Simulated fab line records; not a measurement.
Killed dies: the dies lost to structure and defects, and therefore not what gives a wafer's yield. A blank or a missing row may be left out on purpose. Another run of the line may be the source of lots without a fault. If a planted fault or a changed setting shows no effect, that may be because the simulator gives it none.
The tool behind it: which one? | flow nand harc | 11 lots with 32 wafers sampled at 5 steps, on a route of 1159 steps

WHAT THE GAUGES READ, wafer by wafer
NHARC_END_SORT_01. Usual: killed at array 28, standard deviation 11; killed at other 0.7, standard deviation 1.1; killed at periphery 2.9, standard deviation 2; killed dies 32, standard deviation 11; killed open 3.2, standard deviation 1.8; killed short 2.0, standard deviation 1.4.
lot  | measured     | on        | killed at array | killed at other | killed at periphery | killed dies | killed open | killed short | flag
L697 | day 19 19:55 | prober-01 | 25 29 35        | 0 0 0           | 1 0 3               | 26 29 38    | 3 1 4       | 2 1 3        |
L701 | day 20 02:53 | prober-02 | 15 33 23        | 0 0 0           | 4 5 1               | 19 38 24    | 1 5 3       | 2 1 2        |
L706 | day 21 12:27 | prober-01 | 34 22 14        | 0 0 0           | 2 3 4               | 36 25 18    | 3 4 3       | 2 3 0        |
L708 | day 22 06:47 | prober-02 | 10 13 11        | 0 0 0           | 3 1 1               | 13 14 12    | 2 3 2       | 1 2 1        |
L714 | day 23 23:08 | prober-02 | 43 45           | 0 0             | 2 0                 | 45 45       | 2 1         | 3 1          |
L716 | day 24 04:02 | prober-01 | 57 51 50        | 1 0 0           | 4 8 8               | 62 59 58    | 2 3 6       | 4 3 5        |

WHICH TOOL RAN EACH LOT (tool, then ch and the chambers of the sampled wafers, then the start)
lot  | NHARC_A_CONTACT_ETCH_30                       | NHARC_A_CONTACT_ETCH_92            | NHARC_A_CONTACT_STRIP_26                      | NHARC_A_CONTACT_ALD_18
L698 | rie diel-04 ch 1,3, day 17 02:10 or earlier   | rie diel-04 ch 1,2,3, day 17 02:10 | rie diel-04 ch 2,3, day 17 03:21 or earlier   | ald metal-01 ch 1,3, day 17 03:21
L697 | rie diel-06 ch 0,1,2, day 17 03:31 or earlier | rie diel-08 ch 0,1,3, day 17 03:31 | rie diel-04 ch 0,1,3, day 17 05:19 or earlier | ald metal-04 ch 1,2,3, day 17 05:19
L699 | rie diel-08 ch 1,2,3, day 17 11:57 or earlier | rie diel-08 ch 0,1,3, day 17 11:57 | rie diel-08 ch 0,2, day 17 13:04 or earlier   | ald metal-01 ch 0,1,3, day 17 13:04
L701 | rie diel-08 ch 1,3, day 17 18:22 or earlier   | rie diel-08 ch 0,1,3, day 17 18:22 | rie diel-08 ch 0,2, day 17 19:34 or earlier   | ald metal-01 ch 1,2,3, day 17 19:34
L704 | rie diel-06 ch 2,3, day 19 06:32 or earlier   | rie diel-08 ch 1,2, day 19 06:32   | rie diel-06 ch 0,2,3, day 19 07:43 or earlier | ald metal-04 ch 1,2,3, day 19 07:43
L706 | rie diel-08 ch 0,1,2, day 19 08:38 or earlier | rie diel-06 ch 0,1,2, day 19 08:38 | rie diel-08 ch 0,1,2, day 19 10:07 or earlier | ald metal-04 ch 0,2,3, day 19 10:07
L709 | rie diel-04 ch 0,2, day 19 20:20 or earlier   | rie diel-08 ch 0,1,3, day 19 20:20 | rie diel-08 ch 0,1,3, day 19 21:43 or earlier | ald metal-04 ch 0,1,2, day 19 21:43
L708 | rie diel-08 ch 0,1,2, day 20 00:19 or earlier | rie diel-04 ch 0,1, day 20 00:19   | rie diel-08 ch 0,2,3, day 20 01:32 or earlier | ald metal-03 ch 1,2, day 20 01:32
L714 | rie diel-04 ch 0,3, day 21 16:01 or earlier   | rie diel-06 ch 0,3, day 21 16:01   | rie diel-04 ch 2,3, day 21 17:12 or earlier   | ald metal-04 ch 1,2, day 21 17:12
L716 | rie diel-04 ch 0,3, day 21 23:29 or earlier   | rie diel-06 ch 1,2,3, day 21 23:29 | rie diel-08 ch 0,2, day 22 00:44 or earlier   | ald metal-04 ch 0,1,3, day 22 00:44
L718 | rie diel-04 ch 0,1,3, day 23 14:04 or earlier | rie diel-08 ch 2,3, day 23 14:04   | rie diel-08 ch 0,3, day 23 15:33 or earlier   | ald metal-01 ch 0,2, day 23 15:33
- NHARC_A_CONTACT_ETCH_30: etches the open film in CF4/CHF3, target depth 60.5 nm, time 30.2 s.
- NHARC_A_CONTACT_ETCH_92: etches the open film in CH3F/O2, target depth 40 nm, time 85.7 s.
- NHARC_A_CONTACT_STRIP_26: strips in O2.
- NHARC_A_CONTACT_ALD_18: deposits TiN, target thk 3 nm, pulse time 1 s, ald cycles 150.

AS READ BY THE TOOLS THEMSELVES (means over the sampled wafers that have a number; for cases with no such wafer, the mark the record gives instead)
NHARC_A_CONTACT_ETCH_30. Usual: chamber pressure mTorr 24.997 mTorr, standard deviation 0.023; drypump motor current A 5.8 A, standard deviation 0.41; oes product au 0.934 a.u., standard deviation 0.02; rf vpp V 370.5 V, standard deviation 2.2; showerhead plenum p Torr 1.57 Torr, standard deviation 0.066; throttle valve pct 16.802 %, standard deviation 0.0085.
lot  | tool        | chamber pressure mTorr (mTorr) | drypump motor current A (A) | oes product au (a.u.) | rf vpp V (V) | showerhead plenum p Torr (Torr) | throttle valve pct (%) | flag
L698 | rie diel-04 | 25.010                         | 5.7                         | 0.917                 | 369.8        | 1.57                            | 16.795                 |
L697 | rie diel-06 | 24.987                         | 5.8                         | 0.946                 | 367.5        | 1.47                            | 16.795                 |
L699 | rie diel-08 | 24.993                         | 5.7                         | 0.964                 | 369.2        | 1.57                            | 16.802                 |
L701 | rie diel-08 | 24.982                         | 6.1                         | 0.909                 | 368.1        | 1.53                            | 16.796                 |
L704 | rie diel-06 | 24.990                         | 5.7                         | 0.949                 | 369.7        | 1.56                            | 16.793                 |
L706 | rie diel-08 | 25.007                         | 5.8                         | 0.920                 | 369.6        | 1.57                            | 16.809                 |
L709 | rie diel-04 | 24.986                         | 5.7                         | 0.920                 | 372.1        | 1.62                            | 16.809                 |
L708 | rie diel-08 | 24.983                         | 5.8                         | 0.924                 | 370.6        | 1.57                            | 16.805                 |
L714 | rie diel-04 | 25.020                         | 5.8                         | 0.923                 | 371.0        | 1.60                            | 16.789                 |
L716 | rie diel-04 | 25.019                         | 5.9                         | 0.925                 | 371.5        | 1.61                            | 16.803                 |
L718 | rie diel-04 | 24.995                         | 5.7                         | 0.924                 | 371.0        | 1.57                            | 16.815                 |

NHARC_A_CONTACT_ETCH_92. Usual: chamber pressure mTorr 25.000 mTorr, standard deviation 0.023; drypump motor current A 5.8 A, standard deviation 0.49; oes product au 0.933 a.u., standard deviation 0.023; rf vpp V 243.9 V, standard deviation 1.7; showerhead plenum p Torr 2.43 Torr, standard deviation 0.11; throttle valve pct 20.662 %, standard deviation 0.0092.
lot  | tool        | chamber pressure mTorr (mTorr) | drypump motor current A (A) | oes product au (a.u.) | rf vpp V (V) | showerhead plenum p Torr (Torr) | throttle valve pct (%) | flag
L698 | rie diel-04 | 24.993                         | 5.7                         | 0.925                 | 245.8        | 2.52                            | 20.670                 |
L697 | rie diel-08 | 24.995                         | 6.2                         | 0.927                 | 243.9        | 2.37                            | 20.658                 |
L699 | rie diel-08 | 24.994                         | 6.2                         | 0.950                 | 244.1        | 2.37                            | 20.664                 |
L701 | rie diel-08 | 25.011                         | 6.2                         | 0.932                 | 242.8        | 2.37                            | 20.669                 |
L704 | rie diel-08 | 24.985                         | 5.7                         | 0.916                 | 244.7        | 2.46                            | 20.663                 |
L706 | rie diel-06 | 25.021                         | 5.8                         | 0.919                 | 243.3        | 2.42                            | 20.668                 |
L709 | rie diel-08 | 25.022                         | 6.2                         | 0.927                 | 243.0        | 2.37                            | 20.653                 |
L708 | rie diel-04 | 24.995                         | 5.6                         | 0.931                 | 243.4        | 2.47                            | 20.666                 |
L714 | rie diel-06 | 24.990                         | 5.7                         | 0.930                 | 246.2        | 2.58                            | 20.665                 |
L716 | rie diel-06 | 24.999                         | 5.9                         | 0.994                 | 242.5        | 2.36                            | 20.651                 |
L718 | rie diel-08 | 24.977                         | 5.8                         | 0.924                 | 244.3        | 2.42                            | 20.661                 |

NHARC_A_CONTACT_STRIP_26. Usual: chamber pressure mTorr 60.00 mTorr, standard deviation 0.053; drypump motor current A 5.9 A, standard deviation 0.47; oes product au 0.998 a.u., standard deviation 0.011; rf vpp V 57.6 V, standard deviation 0.92; showerhead plenum p Torr 3.52 Torr, standard deviation 0.14; throttle valve pct 17.036 %, standard deviation 0.0092.
lot  | tool        | chamber pressure mTorr (mTorr) | drypump motor current A (A) | oes product au (a.u.) | rf vpp V (V) | showerhead plenum p Torr (Torr) | throttle valve pct (%) | flag
L698 | rie diel-04 | 60.04                          | 5.7                         | 1.000                 | 58.2         | 3.71                            | 17.024                 |
L697 | rie diel-04 | 59.98                          | 5.7                         | 0.985                 | 57.9         | 3.56                            | 17.048                 |
L699 | rie diel-08 | 60.03                          | 5.8                         | 1.007                 | 57.5         | 3.51                            | 17.036                 |
L701 | rie diel-08 | 59.99                          | 5.4                         | 1.001                 | 57.7         | 3.62                            | 17.045                 |
L704 | rie diel-06 | 59.98                          | 5.7                         | 1.003                 | 57.6         | 3.58                            | 17.032                 |
L706 | rie diel-08 | 60.06                          | 5.8                         | 0.994                 | 57.2         | 3.52                            | 17.028                 |
L709 | rie diel-08 | 59.99                          | 6.2                         | 1.007                 | 57.1         | 3.40                            | 17.043                 |
L708 | rie diel-08 | 59.97                          | 5.8                         | 1.006                 | 57.6         | 3.49                            | 17.035                 |
L714 | rie diel-04 | 60.06                          | 5.8                         | 0.996                 | 57.8         | 3.67                            | 17.026                 |
L716 | rie diel-08 | 59.98                          | 5.8                         | 1.013                 | 57.9         | 3.50                            | 17.034                 |
L718 | rie diel-08 | 59.98                          | 6.2                         | 1.016                 | 56.9         | 3.37                            | 17.038                 |

NHARC_A_CONTACT_ALD_18. Usual: heater power w 1039 W, standard deviation 81; precursor pulse height rel 1.001, standard deviation 0.023.
lot  | tool         | heater power w (W) | precursor pulse height rel | flag
L698 | ald metal-01 | 970                | 0.995                      |
L697 | ald metal-04 | 1101               | 0.981                      |
L699 | ald metal-01 | 1013               | 1.015                      |
L701 | ald metal-01 | 934                | 1.010                      |
L704 | ald metal-04 | 1118               | 0.989                      |
L706 | ald metal-04 | 1096               | 0.992                      |
L709 | ald metal-04 | 1087               | 1.025                      |
L708 | ald metal-03 | 1050               | 1.001                      |
L714 | ald metal-04 | 1102               | 1.019                      |
L716 | ald metal-04 | 1107               | 1.011                      |
L718 | ald metal-01 | 1007               | 0.999                      |

THE ANSWER, worked out from the rows above alone
Rule: lot off if the mean of its wafers having a number is beyond 3 standard deviations from the usual mean. Also off: a lot with no number at a reading for which 4 or more lots have one. The other lots that the step has rows for count as sound. After the gauges, taken in route order, come the tools' own readings; for these a lot's mean is taken, as printed above. At the first step where some lot is off, the reading lying furthest off is the one used; lots without a number count as furthest.
Across all readings shown, no lot is off: no conclusion can be drawn from this.

WHAT WAS PUT IN BY THE SIMULATOR
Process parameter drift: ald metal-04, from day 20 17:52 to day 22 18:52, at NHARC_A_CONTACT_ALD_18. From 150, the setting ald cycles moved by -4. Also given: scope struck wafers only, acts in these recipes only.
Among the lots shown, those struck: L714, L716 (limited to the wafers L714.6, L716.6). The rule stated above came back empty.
